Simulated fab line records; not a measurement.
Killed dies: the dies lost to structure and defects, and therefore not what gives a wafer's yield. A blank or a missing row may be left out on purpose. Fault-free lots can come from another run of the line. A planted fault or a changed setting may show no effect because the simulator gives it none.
Split-lot experiment / flow n5Finfet / on a route of 1938 steps: 7 lots, 21 wafers read

## ON THE SPLIT
At N5_BEOL_M0_SAQP_ETCH_107 (etches SiNx in CH3F/O2, target depth 30 nm), the setting biasW was moved away from the recipe's 73 W on 9 of the 21 wafers read, by -13.5% to +16.3%. This setting was run at the recipe's value on the other wafers.

The reading comes from the split's own step.

## THE READING
rfVppV, in V, at N5_BEOL_M0_SAQP_ETCH_107 (etches SiNx in CH3F/O2, target depth 30 nm). A value of 297 V with a standard deviation of 3.6 V is what fault-free wafers of this fab line usually give.

wafer=L077.1; tool, chamber at the split=rieDiel-05, 3; biasW as run, W=73; against the recipe=recipe; rfVppV, V=296; against lot-mates on the recipe=-
wafer=L077.4; tool, chamber at the split=rieDiel-05, 2; biasW as run, W=77.54; against the recipe=+6.2%; rfVppV, V=311; against lot-mates on the recipe=+15
wafer=L077.6; tool, chamber at the split=rieDiel-05, 3; biasW as run, W=77.54; against the recipe=+6.2%; rfVppV, V=311; against lot-mates on the recipe=+15
wafer=L079.3; tool, chamber at the split=rieDiel-06, 0; biasW as run, W=73; against the recipe=recipe; rfVppV, V=292; against lot-mates on the recipe=-
wafer=L079.5; tool, chamber at the split=rieDiel-06, 0; biasW as run, W=73; against the recipe=recipe; rfVppV, V=293; against lot-mates on the recipe=-
wafer=L079.6; tool, chamber at the split=rieDiel-06, 1; biasW as run, W=73; against the recipe=recipe; rfVppV, V=300; against lot-mates on the recipe=-
wafer=L080.2; tool, chamber at the split=rieDiel-06, 1; biasW as run, W=73; against the recipe=recipe; rfVppV, V=300; against lot-mates on the recipe=-
wafer=L080.3; tool, chamber at the split=rieDiel-06, 0; biasW as run, W=63.11; against the recipe=-13.5%; rfVppV, V=260; against lot-mates on the recipe=-40
wafer=L080.4; tool, chamber at the split=rieDiel-06, 2; biasW as run, W=63.11; against the recipe=-13.5%; rfVppV, V=266; against lot-mates on the recipe=-34
wafer=L083.3; tool, chamber at the split=rieDiel-06, 1; biasW as run, W=84.93; against the recipe=+16.3%; rfVppV, V=340; against lot-mates on the recipe=+41
wafer=L083.4; tool, chamber at the split=rieDiel-06, 0; biasW as run, W=84.93; against the recipe=+16.3%; rfVppV, V=330; against lot-mates on the recipe=+31
wafer=L083.5; tool, chamber at the split=rieDiel-06, 2; biasW as run, W=73; against the recipe=recipe; rfVppV, V=299; against lot-mates on the recipe=-
wafer=L085.1; tool, chamber at the split=rieDiel-03, 1; biasW as run, W=81.08; against the recipe=+11.1%; rfVppV, V=320; against lot-mates on the recipe=+20
wafer=L085.5; tool, chamber at the split=rieDiel-03, 1; biasW as run, W=73; against the recipe=recipe; rfVppV, V=295; against lot-mates on the recipe=-
wafer=L085.6; tool, chamber at the split=rieDiel-03, 0; biasW as run, W=73; against the recipe=recipe; rfVppV, V=304; against lot-mates on the recipe=-
wafer=L088.1; tool, chamber at the split=rieDiel-05, 0; biasW as run, W=66.07; against the recipe=-9.5%; rfVppV, V=270; against lot-mates on the recipe=-28
wafer=L088.5; tool, chamber at the split=rieDiel-05, 3; biasW as run, W=73; against the recipe=recipe; rfVppV, V=298; against lot-mates on the recipe=-
wafer=L088.6; tool, chamber at the split=rieDiel-05, 2; biasW as run, W=73; against the recipe=recipe; rfVppV, V=297; against lot-mates on the recipe=-
wafer=L090.1; tool, chamber at the split=rieDiel-06, 2; biasW as run, W=73; against the recipe=recipe; rfVppV, V=298; against lot-mates on the recipe=-
wafer=L090.3; tool, chamber at the split=rieDiel-06, 1; biasW as run, W=80.42; against the recipe=+10.2%; rfVppV, V=325; against lot-mates on the recipe=+26
wafer=L090.4; tool, chamber at the split=rieDiel-06, 3; biasW as run, W=73; against the recipe=recipe; rfVppV, V=300; against lot-mates on the recipe=-

FIT RESULTS
A straight line over all 21 wafers: rfVppV changes by +2.42 V for each +1% of biasW; r = +0.98; the points scatter about the line by 3.6 V.
The same after taking each lot's own level away (the mean of its wafers on the recipe; 21 wafers): +2.44 V for each +1%; r = +0.98; scatter 3.6 V.
That fit puts the effect of the largest move of biasW on the reading at 40 V.
Across the lots, their own levels run from 295.0 to 300.0 V, a range of 1.4 times the standard deviation given above.
Consequently the slope shifts little with the lot-to-lot level, the two slopes agreeing.
Check: with one of the wafers moved furthest among these (+16.3%) left out of the fit, the line predicts +37.9 V for it against its lot-mates. Against them it came out at +41 V.
Tool readings at the split's step, against how far the setting was moved: rfVppV r = +0.98.

## THE WHOLE CHAIN: every reading that the file lists as answering this split, in the file's order
step=N5_BEOL_M0_SAQP_ETCH_107; what it does=etches SiNx in CH3F/O2, target depth 30 nm; reading=rfVppV; change (the file's fit)=+2.42 V for each +1% of the setting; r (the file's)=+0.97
step=N5_BEOL_M0_SAQP_ETCH_107; what it does=etches SiNx in CH3F/O2, target depth 30 nm; reading=BEOL_M0_SAQP.featureDepthNm (the simulator's own value, which no gauge read); change (the file's fit)=+0.115 nm for each +1% of the setting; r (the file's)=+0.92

## THE FILE'S OWN FIT
rfVppV changes by +2.42 V for each +1% of biasW, r = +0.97.
